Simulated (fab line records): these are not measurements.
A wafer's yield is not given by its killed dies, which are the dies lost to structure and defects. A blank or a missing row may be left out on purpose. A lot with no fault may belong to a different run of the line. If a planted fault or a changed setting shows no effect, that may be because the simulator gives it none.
Matching of chambers | flow n5_finfet | rie_diel-04 running N5_MOL_CONTACT_COAG_ETCHBACK_135: 4 sister chambers
The step etches SiO2 in CHF3, target depth 25 nm, time 16.7 s. 8 wafers are shown with their chamber, then 9 later ones without.

## WAFERS, EACH WITH ITS CHAMBER
wafer  | chamber | drypump_motor_current_A (A) | showerhead_plenum_p_Torr (Torr)
L078.2 | 1       | 5.88                        | 2.32
L078.5 | 1       | 5.89                        | 2.32
L081.5 | 2       | 5.39                        | 2.45
L085.2 | 0       | 5.86                        | 2.34
L085.4 | 3       | 5.24                        | 2.44
L089.1 | 0       | 5.84                        | 2.33
L089.2 | 2       | 5.41                        | 2.44
L089.4 | 3       | 5.25                        | 2.44

## WAFERS WHOSE CHAMBER IS MISSING
wafer  | drypump_motor_current_A (A) | showerhead_plenum_p_Torr (Torr)
L090.3 | 5.88                        | 2.33
L090.4 | 5.24                        | 2.44
L090.6 | 5.39                        | 2.44
L093.2 | 5.89                        | 2.31
L093.3 | 5.24                        | 2.43
L093.6 | 5.87                        | 2.31
L096.1 | 5.42                        | 2.44
L096.2 | 5.93                        | 2.31
L096.5 | 5.26                        | 2.43

## WHICH CHAMBER EACH ONE RAN IN
wafer  | from the rows above     | in truth
L090.3 | can't be placed: 1 or 0 | 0
L090.4 | 3                       | 3
L090.6 | 2                       | 2
L093.2 | 1                       | 1
L093.3 | 3                       | 3
L093.6 | 1                       | 1
L096.1 | 2                       | 2
L096.2 | 1                       | 1
L096.5 | 3                       | 3
Correct placement for 8 of the 9. Cannot be placed on the basis of these rows: 1; the candidates contain the true chamber in 1. Wrongly placed: 0.
How it was worked out, from the rows above alone: a wafer's distance from a chamber is the root of the sum, over the readings, of the square of ((its reading less the chamber's mean) divided by the reading's scatter). If the next closest chamber is less than 2 further off than the closest, the wafer can't be placed; otherwise it belongs to the closest. For every chamber, the mean is computed from those of its wafers that are shown. The scatter is the square root of a quotient: the sum, over the shown wafers, of each reading's squared deviation from its chamber's mean, divided by wafers minus chambers.
